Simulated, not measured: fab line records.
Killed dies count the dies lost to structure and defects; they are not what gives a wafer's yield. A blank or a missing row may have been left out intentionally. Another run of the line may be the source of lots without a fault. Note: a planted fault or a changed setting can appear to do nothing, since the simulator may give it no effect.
fab line records	flow n5_finfet
[record] lots = 5	wafers = 15	last_day = 17
route steps=1938 shown BEOL_M1@789 BEOL_M4@1111 PASSIVATION@1936
lots that met no fault: from a run of the same line without faults
start_h: start of the lot's first displayed wafer, in hours after the record's first day	wait_h: hours elapsed since this lot's preceding step	" as in the row above	L1.1+2: one row covering several wafers at once	- no value, or no start was given	* or withheld: withheld	< > ~ a bound
route shown NAME@n: NAME is a module with steps in the file, n the number in the route of the first one	usual: average and standard deviation across the fault-free wafers	same: alike in all rows	chamber/n: place in a boat	sites: readings site by site	_std_site: their standard deviation	_edge_site: the outer-site mean with the inner-site mean subtracted	radius_mm: how far each site lies from the wafer's centre	mask NAME#n: copy n	behind: the last tool/chamber to shape the wafer	hold: the reason the lot was held/the length of the hold in hours/how it ended	device: the transistor (n, p or np) that didn't switch	end of line: tests of these same wafers at the route's end	a step without rows: its recipe alone	killed: at the first sort, the dies lost to defects and structure; wafer yield is something else	map: the dies of a wafer, with x for killed, . for not killed, _ for no die there
set.NAME: the setting as run; set.NAME@STEP: as run at that earlier step	model.NAME: the simulator's own value behind a step, which no gauge read
certain route steps with their lots: each step a table, each wafer a row
services: the hour from which a tool's chamber was out of use, counted from the record's first day as start_h (under 0 if before that day), plus the number of hours and why
[[steps]]
[step N5_BEOL_M1_DESCUM_33]
[recipe] chemistry = O2	time_s = 7	source_power_w = 50	bias_power_w = 20	pressure_mtorr = 20	rf_frequency_hz = 2.712e+07	temp_c = 40	resist = CAR-EUV	o2_flow_sccm = 225
[step N5_BEOL_M1_ETCH_77]
[recipe] chemistry = N2/H2	target = underlayer	target_depth_a = 65	mask_material = CAR-EUV	time_s = 5.2	ion_energy_ev = 200	pressure_mtorr = 30	source_w = 840	bias_w = 150	n2_flow_sccm = 200	h2_flow_sccm = 200	ends = cleared
[step N5_BEOL_M1_ETCH_69]
[recipe] chemistry = CF4	target = SiARC	target_depth_a = 156	mask_material = CAR-EUV	time_s = 26	ion_energy_ev = 80	pressure_mtorr = 40	source_w = 545	bias_w = 36	Ar_flow_sccm = 100	cf4_flow_sccm = 100	ends = cleared
[step N5_BEOL_M1_ALD_98]
[recipe] material = SiO2	target_thk_a = 25	temp_c = 100	ald_precursor_family = BDEAS	ald_co_reactant = O2-plasma	pulse_time_s = 1	co_reactant_pulse_time_s = 1	purge_time_s = 2	co_reactant_purge_time_s = 2	ald_cycles = 17	pressure_torr = 2
[step N5_BEOL_M1_ETCHBACK_99]
[recipe] chemistry = CHF3	target = SiO2	target_depth_a = 50	time_s = 10.4	source_w = 215	bias_w = 47	Ar_flow_sccm = 200	CHF3_flow_sccm = 12	ion_energy_ev = 100	pressure_mtorr = 30
[step N5_BEOL_M1_ETCH_70]
[recipe] chemistry = N2/H2	target = SOC	target_depth_a = 800	overetch_a = 160	mask_material = SiARC	temp_c = 40	time_s = 120	ion_energy_ev = 200	pressure_mtorr = 30	source_w = 840	bias_w = 150	n2_flow_sccm = 200	h2_flow_sccm = 200
[step N5_BEOL_M1_STRIP_71]
[recipe] chemistry = N2/H2	temp_c = 40	n2_flow_sccm = 200	h2_flow_sccm = 200	rf_frequency_hz = 6e+07
[step N5_BEOL_M1_STRIP_78]
[recipe] chemistry = N2/H2	temp_c = 40	n2_flow_sccm = 200	h2_flow_sccm = 200	rf_frequency_hz = 6e+07
[step N5_BEOL_M1_VIA_ETCH_34]
[recipe] chemistry = C4F6/O2	target_depth_a = 678	mask_material = SOC	pressure_mtorr = 15	ion_energy_ev = 250	taper_deg = 4	time_s = 64.4	source_w = 350	bias_w = 170	Ar_flow_sccm = 300	C4F6_flow_sccm = 10	O2_flow_sccm = 10
[step N5_BEOL_M1_STRIP_83]
[recipe] chemistry = C4F6/O2	resist = SiARC	rf_frequency_hz = 6e+07
[step N5_BEOL_M1_STRIP_36]
[recipe] chemistry = N2/H2	power_w = 450	temp_c = 40	pressure_mtorr = 20	rf_frequency_hz = 6e+07	overash_fraction = 0.3	bias_power_w = 7	h2_frac = 0.5	n2_flow_sccm = 200	h2_flow_sccm = 200
[step N5_BEOL_M1_TRENCH_ETCH_37]
[recipe] chemistry = C4F6/O2	target_depth_a = 552.07	target = SiOC	time_s = 29	ion_energy_ev = 250	pressure_mtorr = 30	source_w = 355	bias_w = 185	Ar_flow_sccm = 300	C4F6_flow_sccm = 10	O2_flow_sccm = 10
[step N5_BEOL_M1_ETCH_41]
[recipe] chemistry = CH3F/O2	target = SiCN	target_depth_a = 319	taper_deg = 2	time_s = 57.8	ion_energy_ev = 120	mask_material = TiN	pressure_mtorr = 30	source_w = 395	bias_w = 75	Ar_flow_sccm = 150	CH3F_flow_sccm = 30	O2_flow_sccm = 20
[usual] CH3F_flow_sccm = 30.02/0.094	O2_flow_sccm = 20.00/0.059	drypump_motor_current_A = 5.5/0.48	oes_product_au = 0.77/0.086	rf_vpp_V = 297.5/1.4	showerhead_plenum_p_Torr = 2.01/0.06	throttle_valve_pct = 16.32/0.24
lot.wafer	tool	chamber	start_h	wait_h	CH3F_flow_sccm	O2_flow_sccm	drypump_motor_current_A	oes_product_au	rf_hours_counter_h	rf_vpp_V	showerhead_plenum_p_Torr	throttle_valve_pct
L434.1	rie_diel-05	3	200.11	-	29.97	20.04	5.5	0.74	170	295.9	1.92	16.50
L434.2	"	1	"	"	29.93	20.03	5.0	0.70	211	298.4	2.06	16.25
L434.6	"	1	"	"	30.17	20.00	5.0	0.71	-	299.0	2.06	16.27
L437.2	rie_diel-05	0	209.25	-	-	-	-	-	-	-	-	-
L437.5	"	1	"	"	-	-	-	-	-	-	-	-
L437.6	"	0	"	"	-	-	-	-	-	-	-	-
L438.2	rie_diel-03	2	218.64	-	-	-	-	-	-	-	-	-
L438.4	"	0	"	"	-	-	-	-	-	-	-	-
L438.5	"	2	"	"	-	-	-	-	-	-	-	-
L440.2	rie_diel-05	1	225.73	-	-	-	-	-	-	-	-	-
L440.3	"	0	"	"	-	-	-	-	-	-	-	-
L440.4	"	2	"	"	-	-	-	-	-	-	-	-
L445.1	rie_diel-03	0	260.12	-	29.94	20.02	5.5	0.78	123	297.2	2.00	16.20
L445.3	"	1	"	"	30.12	19.95	5.4	0.79	131	297.3	2.01	16.26
L445.5	"	3	"	"	29.93	20.13	5.3	0.68	-	296.2	1.98	16.42
[step N5_BEOL_M1_STRIP_97]
[recipe] chemistry = N2/H2	time_s = 10	power_w = 450	temp_c = 40	pressure_mtorr = 20	rf_frequency_hz = 6e+07	bias_power_w = 7	n2_flow_sccm = 200	h2_flow_sccm = 200
[step N5_BEOL_M1_HM_STRIP_39]
[recipe] chemistry = peroxide_tin_strip	material = TiN	target_depth_a = 250	temp_c = 50	time_s = 158
[step N5_BEOL_M1_SRD_40]
[recipe] time_s = 30	temp_c = 23	rinse_liquid = diw	dry = ipa_marangoni
[step N5_BEOL_M1_PRECLEAN_42]
[recipe] chemistry = residue_remover	time_s = 60	temp_c = 40
[step N5_BEOL_M1_SRD_43]
[recipe] time_s = 30	temp_c = 23	rinse_liquid = diw	dry = ipa_marangoni
[step N5_BEOL_M1_DEGAS_44]
[recipe] ambient = vacuum	temp_c = 250	time_s = 60
[step N5_BEOL_M1_PRE_CLEAN_45]
[recipe] gas = H2/He	time_s = 30	temp_c = 250
[step N5_BEOL_M1_ALD_84]
[recipe] material = TaN	target_thk_a = *	temp_c = 275	ald_precursor_family = PDMAT	ald_co_reactant = NH3	pressure_torr = 3	carrier_flow_sccm = 1500	pulse_time_s = 2	purge_time_s = 3	co_reactant_purge_time_s = 2	co_reactant_pulse_time_s = 3	ald_cycles = 30	precursor_vessel_temp_c = 75	precursor_vessel_pressure_torr = 26.25	precursor_vessel_carrier_sccm = 1000
[step N5_BEOL_M1_SURFACE_TREAT_85]
[recipe] gas = Ar	time_s = *	ion_energy_ev = *	ion_current_ma_cm2 = 0.5	pressure_mtorr = *	ar_flow_sccm = 30
[step N5_BEOL_M1_CVD_47]
[recipe] material = Co	target_thk_a = 30	temp_c = withheld	precursor = CCTBA/H2	pressure_torr = 30	time_s = 223.8
[step N5_BEOL_M1_SPUTTER_48]
[recipe] material = Cu	target_thk_a = 45	temp_c = -20	chamber_pressure_pa = 0.07	power_w = withheld	time_s = 8.29
[step N5_BEOL_M1_ANNEAL_49]
[recipe] temp_c = 400	time_s = 240	ambient = vacuum
[step N5_BEOL_M1_SPUTTER_79]
[recipe] material = Cu	target_thk_a = 45	temp_c = -20	chamber_pressure_pa = 0.07	power_w = withheld	time_s = 8.29
[step N5_BEOL_M1_ANNEAL_80]
[recipe] temp_c = 400	time_s = 240	ambient = vacuum
[step N5_BEOL_M1_SPUTTER_81]
[recipe] material = Cu	target_thk_a = 45	temp_c = -20	chamber_pressure_pa = 0.07	power_w = withheld	time_s = 8.29
[step N5_BEOL_M1_ANNEAL_82]
[recipe] temp_c = 400	time_s = 240	ambient = vacuum
[step N5_BEOL_M1_SPUTTER_86]
[recipe] material = Cu	target_thk_a = 45	temp_c = -20	chamber_pressure_pa = 0.07	power_w = withheld	time_s = 8.29
[step N5_BEOL_M1_ANNEAL_87]
[recipe] temp_c = 400	time_s = 240	ambient = vacuum
[step N5_BEOL_M1_SPUTTER_88]
[recipe] material = Cu	target_thk_a = 45	temp_c = -20	chamber_pressure_pa = 0.07	power_w = withheld	time_s = 8.29
[step N5_BEOL_M1_ANNEAL_89]
[recipe] temp_c = 400	time_s = 240	ambient = vacuum
[step N5_BEOL_M1_SPUTTER_90]
[recipe] material = Cu	target_thk_a = 45	temp_c = -20	chamber_pressure_pa = 0.07	power_w = withheld	time_s = 8.29
[step N5_BEOL_M1_ANNEAL_91]
[recipe] temp_c = 400	time_s = 240	ambient = vacuum
[step N5_BEOL_M1_SPUTTER_92]
[recipe] material = Cu	target_thk_a = 45	temp_c = -20	chamber_pressure_pa = 0.07	power_w = withheld	time_s = 8.29
[step N5_BEOL_M1_ANNEAL_93]
[recipe] temp_c = 400	time_s = 240	ambient = vacuum
[step N5_BEOL_M1_SPUTTER_94]
[recipe] material = Cu	target_thk_a = 45	temp_c = -20	chamber_pressure_pa = 0.07	power_w = withheld	time_s = 8.29
[step N5_BEOL_M1_ANNEAL_95]
[recipe] temp_c = 400	time_s = 240	ambient = vacuum
[step N5_BEOL_M1_SPUTTER_96]
[recipe] material = Cu	target_thk_a = 45	temp_c = -20	chamber_pressure_pa = 0.07	power_w = withheld	time_s = 8.29
[step N5_BEOL_M1_CMP_52]
[recipe] stop_on = SiOC	t_overpolish_s = 6.8	down_force_psi = 1	platen_rpm = 50	clearing_platen_down_force_psi = 1.5	clearing_platen_rpm = 50	post_cmp_clean = cu_alkaline	target_thk_nm = 40	clearing_platen_pad_velocity_m_s = 0.99484	pad_velocity_m_s = 0.99484
[usual] barrier_field_endpoint_s = 24.7/0.61	motor_current_A = 5.9/0.81	overpolish_run_s = 6.801/0.0086	platen_rpm = 50.00/0.038	retaining_ring_pressure_frac = 1.000/0.0051	time_to_endpoint_s = 62.7/2.8
lot.wafer	tool	chamber	start_h	wait_h	barrier_field_endpoint_s	motor_current_A	overpolish_run_s	platen_rpm	retaining_ring_pressure_frac	time_to_endpoint_s	model.Cu_of_BEOL_M1_ECD_50.thk_nm
L434.2	cmp-04	1	203.54	0.2	24.9	4.9	6.791	50.01	0.996	61.3	39.2
L434.1	"	2	"	"	24.6	7.0	6.812	50.00	0.991	62.4	39
L434.6	"	2	"	"	24.9	6.9	6.793	50.04	1.002	61.1	40.4
L437.2	cmp-03	0	212.52	0.3	24.2	5.2	6.786	49.96	0.988	62.5	30.6
L437.5	"	2	"	"	24.8	6.6	6.790	49.98	1.004	64.6	33.2
L437.6	"	3	"	"	24.8	6.3	6.817	50.00	0.996	64.9	33.4
L438.2	cmp-01	1	222.53	0.3	24.5	4.8	6.802	50.01	0.999	62.5	33.4
L438.4	"	3	"	"	24.9	4.9	6.806	50.00	1.006	61.5	32.6
L438.5	"	0	"	"	24.7	7.2	6.780	49.98	0.994	62.0	30.8
L440.4	cmp-04	3	229.43	0.1	23.4	5.8	6.793	50.02	1.007	57.1	33
L440.3	"	1	"	"	23.7	5.1	6.806	50.06	0.996	58.2	32.2
L440.2	"	2	"	"	23.7	7.0	6.796	50.03	0.993	54.3	30.6
L445.1	cmp-01	0	264.20	0.3	24.8	7.0	6.801	49.98	0.998	66.5	39
L445.3	"	2	"	"	24.3	6.7	6.806	50.00	1.004	64.6	38.4
L445.5	"	0	"	"	24.9	7.1	6.808	50.00	1.002	65.1	42.6
[step N5_BEOL_M1_THK_MEAS_53]
[recipe] thk_meas_gauge = xrf	reads = Cu_of_BEOL_M1_ECD_50
[usual] M1_THK = 41.2/1.4
lot.wafer	tool	chamber	start_h	wait_h	M1_THK[nm]
L434.1	film_metro-02	-	203.84	-	39.6
L434.2	"	-	"	"	39.9
L434.6	"	-	"	"	41.1
L437.2	film_metro-02	-	212.74	-	31.5
L437.5	"	-	"	"	34.1
L437.6	"	-	"	"	34.4
L438.2	film_metro-02	-	222.78	-	33.9
L438.4	"	-	"	"	33.1
L438.5	"	-	"	"	31.2
L440.2	film_metro-02	-	229.72	-	30.7
L440.3	"	-	"	"	32.6
L440.4	"	-	"	"	33.3
L445.1	film_metro-01	-	264.45	-	40.4
L445.3	"	-	"	"	39.8
L445.5	"	-	"	"	43.9
[step N5_BEOL_M1_RS_MEAS_58]
[recipe] thk_meas_gauge = four-point-probe	reads = Co_of_BEOL_M1_CO_CAP_55+Cu_of_BEOL_M1_ECD_50+Co_of_BEOL_M1_CVD_47+TaN_of_BEOL_M1_ALD_84
[usual] M1_RS = 0.662/0.029
lot.wafer	tool	chamber	start_h	wait_h	M1_RS[ohm/sq]
L434.1	film_metro-01	-	204.10	0.0	0.692
L434.2	"	-	"	"	0.684
L434.6	"	-	"	"	0.659
L437.2	film_metro-02	-	213.00	0.1	0.946
L437.5	"	-	"	"	0.852
L437.6	"	-	"	"	0.844
L438.2	film_metro-02	-	223.04	0.1	0.845
L438.4	"	-	"	"	0.873
L438.5	"	-	"	"	0.943
L440.2	film_metro-01	-	230.04	0.1	0.951
L440.3	"	-	"	"	0.893
L440.4	"	-	"	"	0.863
L445.1	film_metro-01	-	264.71	0.0	0.689
L445.3	"	-	"	"	0.704
L445.5	"	-	"	"	0.617
[step N5_BEOL_M4_RC_MEAS_101]
[usual] DIBL_N = 36.4/1.5	DIBL_P = 36.6/1.9	IOFF_N = 0.155/0.021	IOFF_P = 0.211/0.028	ION_N = 671/8.6	ION_P = 462/5.8	SS_N = 71.5/0.5	SS_P = 73.4/0.58	VT_N = 250.1/2.4	VT_P = -250.1/3
lot.wafer	tool	chamber	start_h	wait_h	DIBL_N[mV/V]	DIBL_P[mV/V]	IOFF_N[nA/um]	IOFF_P[nA/um]	ION_N[uA/um]	ION_P[uA/um]	SS_N[mV/dec]	SS_P[mV/dec]	VT_N[mV]	VT_P[mV]
L434.1	prober-02	0	236.97	0.0	35.7	34.6	0.131	0.167	664	459	71.4	73.1	253.5	-252.8
L434.2	"	0	"	"	38.2	37.7	0.178	0.220	679	461	72.4	74.3	251.5	-250.0
L434.6	"	0	"	"	37.7	38.0	0.165	0.213	689	466	72.0	73.8	251.8	-250.6
L445.1	prober-01	0	297.26	0.0	35.2	35.6	0.151	0.193	671	461	72.0	72.9	250.0	-251.9
L445.3	"	0	"	"	34.2	34.3	0.145	0.181	672	460	71.6	72.7	252.7	-252.8
L445.5	"	0	"	"	33.5	33.9	0.131	0.171	664	457	71.2	72.7	252.5	-252.1
[step N5_PASSIVATION_PROBE_49]
[usual] defect_limited_yield = 91.5/1.4	killed_at_M0_to_M3 = 33/10	killed_at_M4_up = 13/5	killed_at_contacts = 13/5.6	killed_at_front_end = 38/12	killed_at_other = 3.9/2.7	killed_dies = 100/16	killed_on_rim = 13/4	killed_open = 66/13	killed_short = 32/7.2	sort_bin_5_function = 5.0/0.97	sort_bin_6_memory = 3.2/0.61	sort_n_pass = 1080/16	sort_yield_pct = 91.5/1.4
[same] gross_dies = 1180	killed_at_back_side = 0	sort_bin_4_leakage[%] = 0	sort_bin_8_speed[%] = 0
lot.wafer	tool	chamber	start_h	wait_h	defect_limited_yield[%]	killed_at_M0_to_M3	killed_at_M4_up	killed_at_contacts	killed_at_front_end	killed_at_other	killed_dies	killed_on_rim	killed_open	killed_short	sort_bin_5_function[%]	sort_bin_6_memory[%]	sort_n_pass	sort_yield_pct[%]
L437.2	prober-01	-	346.72	0.1	0	1120	12	10	36	2	1180	152	70	21	96.9	3.1	0	0
L437.5	prober-01	-	346.87	0.2	0	1102	16	12	47	3	1180	152	94	23	96.3	3.6	0	0
L437.6	prober-01	-	346.92	0.3	0	1124	13	12	30	1	1180	152	62	36	96.5	2.9	0	0
L438.2	prober-02	-	356.80	0.1	0	1105	16	8	49	2	1180	152	66	40	95.8	3.8	0	0
L438.4	prober-02	-	356.90	0.2	0	1139	9	7	20	5	1180	152	66	22	97.5	2.4	0	0
L438.5	prober-02	-	356.95	0.2	0	1120	7	10	37	6	1180	152	68	22	96.3	3.6	0	0
L440.2	prober-01	-	379.35	0.1	0	1125	12	11	18	14	1180	152	61	30	96.9	3.0	0	0
L440.3	prober-01	-	379.40	0.1	0	1111	21	14	28	6	1180	152	76	28	96.7	3.0	0	0
L440.4	prober-01	-	379.45	0.2	0	1124	17	12	15	12	1180	152	64	31	95.8	3.4	0	0
// killed by level:class
L437.2 BEOL_M1:area_etch=1089 STI_FIN_REVEAL:geometric_particle:open=13 BEOL_M0_SAQP:geometric_particle:open=10 MOL_CONTACT_COAG:geometric_particle:open=9 DUMMY_GATE:geometric_particle:open=7 BEOL_M3:geometric_particle:open=7 BEOL_M0_SAQP:geometric_particle:short=6 BEOL_M2:geometric_particle:open=6
L437.5 BEOL_M1:area_etch=1063 STI_FIN_REVEAL:geometric_particle:open=25 BEOL_M3:geometric_particle:open=13 MOL_CONTACT_COAG:geometric_particle:open=10 BEOL_M1:geometric_particle:open=8 BEOL_M4:geometric_particle:open=8 BEOL_M0_SAQP:geometric_particle:short=5 BEOL_M2:geometric_particle:open=5
L437.6 BEOL_M1:area_etch=1082 BEOL_M0_SAQP:geometric_particle:open=12 BEOL_M0_SAQP:geometric_particle:short=9 MOL_CONTACT_COAG:geometric_particle:open=9 BEOL_M3:geometric_particle:open=8 STI_FIN_REVEAL:geometric_particle:open=5 BEOL_M1:geometric_particle:open=5 ILD0:geometric_particle:short=4
L438.2 BEOL_M1:area_etch=1072 FIN_SAQP:geometric_particle:short=17 FIN_SAQP:geometric_particle:open=9 MOL_CONTACT_COAG:geometric_particle:open=7 BEOL_M3:geometric_particle:open=7 GATE_CUT:geometric_particle:short=6 BEOL_M0_SAQP:geometric_particle:open=6 BEOL_M1:geometric_particle:open=6
L438.4 BEOL_M1:area_etch=1091 BEOL_M3:geometric_particle:open=17 BEOL_M1:geometric_particle:open=10 BEOL_M2:geometric_particle:open=8 MOL_CONTACT_COAG:geometric_particle:open=6 BEOL_M4:geometric_particle:open=5 STARTING-WAFER:geometric_particle:short=3 GATE_CUT:geometric_particle:short=3
L438.5 BEOL_M1:area_etch=1090 BEOL_M2:geometric_particle:open=12 MOL_CONTACT_COAG:geometric_particle:open=10 BEOL_M0:geometric_particle:open=6 FIN_SAQP:geometric_particle:short=5 STI_FIN_REVEAL:geometric_particle:open=5 FIN_SAQP:geometric_particle:open=4 ILD0:geometric_particle:open=4
L440.2 BEOL_M1:area_etch=1088 BEOL_M1:geometric_particle:open=10 MOL_CONTACT_COAG:geometric_particle:open=8 BEOL_M0_SAQP:geometric_particle:open=8 FIN_SAQP:geometric_particle:open=7 BEOL_M3:geometric_particle:open=5 MIM_TOP_ETCH:geometric_particle:short=5 MIM_TOP_ETCH:geometric_particle:open=5
L440.3 BEOL_M1:area_etch=1069 BEOL_M1:geometric_particle:open=15 MOL_CONTACT_COAG:geometric_particle:open=12 FIN_SAQP:geometric_particle:open=6 BEOL_M0_SAQP:geometric_particle:open=6 BEOL_M0_SAQP:geometric_particle:short=6 BEOL_M12:coat_microbubble_printed=5 STARTING-WAFER:geometric_particle:open=4
L440.4 BEOL_M1:area_etch=1081 MOL_CONTACT_COAG:geometric_particle:open=11 BEOL_M0_SAQP:geometric_particle:short=11 BEOL_M1:geometric_particle:open=9 BEOL_M3:geometric_particle:open=8 BEOL_M0_SAQP:geometric_particle:open=7 BEOL_M4:geometric_particle:open=5 BEOL_M8:geometric_particle:open=4
// map L437.2 (x killed, . not)
_________________xxxxxxxxxxxx________________
______________xxxxxxxxxxxxxxxxxx_____________
___________xxxxxxxxxxxxxxxxxxxxxxxx__________
__________xxxxxxxxxxxxxxxxxxxxxxxxxx_________
________xxxxxxxxxxxxxxxxxxxxxxxxxxxxxx_______
_______xxxxxxxxxxxxxxxxxxxxxxxxxxxxxxxx______
______xxxxxxxxxxxxxxxxxxxxxxxxxxxxxxxxxx_____
_____xxxxxxxxxxxxxxxxxxxxxxxxxxxxxxxxxxxx____
____xxxxxxxxxxxxxxxxxxxxxxxxxxxxxxxxxxxxxx___
___xxxxxxxxxxxxxxxxxxxxxxxxxxxxxxxxxxxxxxxx__
___xxxxxxxxxxxxxxxxxxxxxxxxxxxxxxxxxxxxxxxx__
__xxxxxxxxxxxxxxxxxxxxxxxxxxxxxxxxxxxxxxxxxx_
__xxxxxxxxxxxxxxxxxxxxxxxxxxxxxxxxxxxxxxxxxx_
_xxxxxxxxxxxxxxxxxxxxxxxxxxxxxxxxxxxxxxxxxxxx
_xxxxxxxxxxxxxxxxxxxxxxxxxxxxxxxxxxxxxxxxxxxx
_xxxxxxxxxxxxxxxxxxxxxxxxxxxxxxxxxxxxxxxxxxxx
_xxxxxxxxxxxxxxxxxxxxxxxxxxxxxxxxxxxxxxxxxxxx
_xxxxxxxxxxxxxxxxxxxxxxxxxxxxxxxxxxxxxxxxxxxx
_xxxxxxxxxxxxxxxxxxxxxxxxxxxxxxxxxxxxxxxxxxxx
_xxxxxxxxxxxxxxxxxxxxxxxxxxxxxxxxxxxxxxxxxxxx
_xxxxxxxxxxxxxxxxxxxxxxxxxxxxxxxxxxxxxxxxxxxx
__xxxxxxxxxxxxxxxxxxxxxxxxxxxxxxxxxxxxxxxxxx_
__xxxxxxxxxxxxxxxxxxxxxxxxxxxxxxxxxxxxxxxxxx_
___xxxxxxxxxxxxxxxxxxxxxxxxxxxxxxxxxxxxxxxx__
___xxxxxxxxxxxxxxxxxxxxxxxxxxxxxxxxxxxxxxxx__
____xxxxxxxxxxxxxxxxxxxxxxxxxxxxxxxxxxxxxx___
_____xxxxxxxxxxxxxxxxxxxxxxxxxxxxxxxxxxxx____
______xxxxxxxxxxxxxxxxxxxxxxxxxxxxxxxxxx_____
_______xxxxxxxxxxxxxxxxxxxxxxxxxxxxxxxx______
________xxxxxxxxxxxxxxxxxxxxxxxxxxxxxx_______
__________xxxxxxxxxxxxxxxxxxxxxxxxxx_________
___________xxxxxxxxxxxxxxxxxxxxxxxx__________
______________xxxxxxxxxxxxxxxxxx_____________
_________________xxxxxxxxxxxx________________
// map L438.2 (x killed, . not)
_________________xxxxxxxxxxxx________________
______________xxxxxxxxxxxxxxxxxx_____________
___________xxxxxxxxxxxxxxxxxxxxxxxx__________
__________xxxxxxxxxxxxxxxxxxxxxxxxxx_________
________xxxxxxxxxxxxxxxxxxxxxxxxxxxxxx_______
_______xxxxxxxxxxxxxxxxxxxxxxxxxxxxxxxx______
______xxxxxxxxxxxxxxxxxxxxxxxxxxxxxxxxxx_____
_____xxxxxxxxxxxxxxxxxxxxxxxxxxxxxxxxxxxx____
____xxxxxxxxxxxxxxxxxxxxxxxxxxxxxxxxxxxxxx___
___xxxxxxxxxxxxxxxxxxxxxxxxxxxxxxxxxxxxxxxx__
___xxxxxxxxxxxxxxxxxxxxxxxxxxxxxxxxxxxxxxxx__
__xxxxxxxxxxxxxxxxxxxxxxxxxxxxxxxxxxxxxxxxxx_
__xxxxxxxxxxxxxxxxxxxxxxxxxxxxxxxxxxxxxxxxxx_
_xxxxxxxxxxxxxxxxxxxxxxxxxxxxxxxxxxxxxxxxxxxx
_xxxxxxxxxxxxxxxxxxxxxxxxxxxxxxxxxxxxxxxxxxxx
_xxxxxxxxxxxxxxxxxxxxxxxxxxxxxxxxxxxxxxxxxxxx
_xxxxxxxxxxxxxxxxxxxxxxxxxxxxxxxxxxxxxxxxxxxx
_xxxxxxxxxxxxxxxxxxxxxxxxxxxxxxxxxxxxxxxxxxxx
_xxxxxxxxxxxxxxxxxxxxxxxxxxxxxxxxxxxxxxxxxxxx
_xxxxxxxxxxxxxxxxxxxxxxxxxxxxxxxxxxxxxxxxxxxx
_xxxxxxxxxxxxxxxxxxxxxxxxxxxxxxxxxxxxxxxxxxxx
__xxxxxxxxxxxxxxxxxxxxxxxxxxxxxxxxxxxxxxxxxx_
__xxxxxxxxxxxxxxxxxxxxxxxxxxxxxxxxxxxxxxxxxx_
___xxxxxxxxxxxxxxxxxxxxxxxxxxxxxxxxxxxxxxxx__
___xxxxxxxxxxxxxxxxxxxxxxxxxxxxxxxxxxxxxxxx__
____xxxxxxxxxxxxxxxxxxxxxxxxxxxxxxxxxxxxxx___
_____xxxxxxxxxxxxxxxxxxxxxxxxxxxxxxxxxxxx____
______xxxxxxxxxxxxxxxxxxxxxxxxxxxxxxxxxx_____
_______xxxxxxxxxxxxxxxxxxxxxxxxxxxxxxxx______
________xxxxxxxxxxxxxxxxxxxxxxxxxxxxxx_______
__________xxxxxxxxxxxxxxxxxxxxxxxxxx_________
___________xxxxxxxxxxxxxxxxxxxxxxxx__________
______________xxxxxxxxxxxxxxxxxx_____________
_________________xxxxxxxxxxxx________________
[[services]]
tool	chamber	start_h	hours	kind
cmp-03	-	183.79	20.6	pm
cmp-03	-	204.75	0.8	repair
cmp-01	-	213.82	4.0	pm
rie_diel-05	0	215.24	3.8	repair
cmp-04	-	217.47	0.5	repair
cmp-01	-	217.82	-	consumable_replace:conditioner
cmp-01	-	217.82	-	consumable_replace:pad
rie_diel-05	0	241.21	-	clean
rie_diel-05	0	241.21	-	consumable_replace:focus_ring
rie_diel-05	0	241.21	16.2	scheduled_down
rie_diel-05	0	241.21	16.2	vent_cycle
rie_diel-05	-	253.86	0.2	repair
cmp-04	-	257.09	2.7	pm
[[key]]
[first_sign] step = N5_BEOL_M1_ETCH_41	reading = tool_record	direction = missing
[effect] step = N5_BEOL_M1_THK_MEAS_53	reading = M1_THK	direction = down	sigmas = 5.9	usual = 41.2	struck = 32.8
[effect] step = N5_BEOL_M1_RS_MEAS_58	reading = M1_RS	direction = up	sigmas = 7.8	usual = 0.662	struck = 0.890
[effect] step = N5_PASSIVATION_PROBE_49	reading = killed_at_M0_to_M3	direction = up	sigmas = 99+	usual = 33	struck = 1119
[model_effect] step = N5_BEOL_M1_CMP_52	value = Cu_of_BEOL_M1_ECD_50.thk_nm	without = 40.13	struck = 32.2
[more_kills_born_at] N5_BEOL_M1_ETCH_41@rie_diel-05 = 6472	N5_BEOL_M1_ETCH_41@rie_diel-03 = 3253
met_at N5_BEOL_M1_ETCH_41
struck_wafers L437.2,L437.5,L437.6,L438.2,L438.4,L438.5,L440.2,L440.3,L440.4
later_rows_left_out L437.2,L437.5,L437.6,L438.2,L438.4,L438.5,L440.2,L440.3,L440.4
onset_between 200.11 209.25
[fault] kind = skipped_step_whole	tool = rie_diel-03,rie_diel-05	chamber = -	onset_h = 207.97	steps = N5_BEOL_M1_ETCH_41	scope = struck_lots_only
// later_rows_left_out: the simulator's readings of these wafers behind a module that went badly wrong aren't trusted and aren't shown, but for the sort
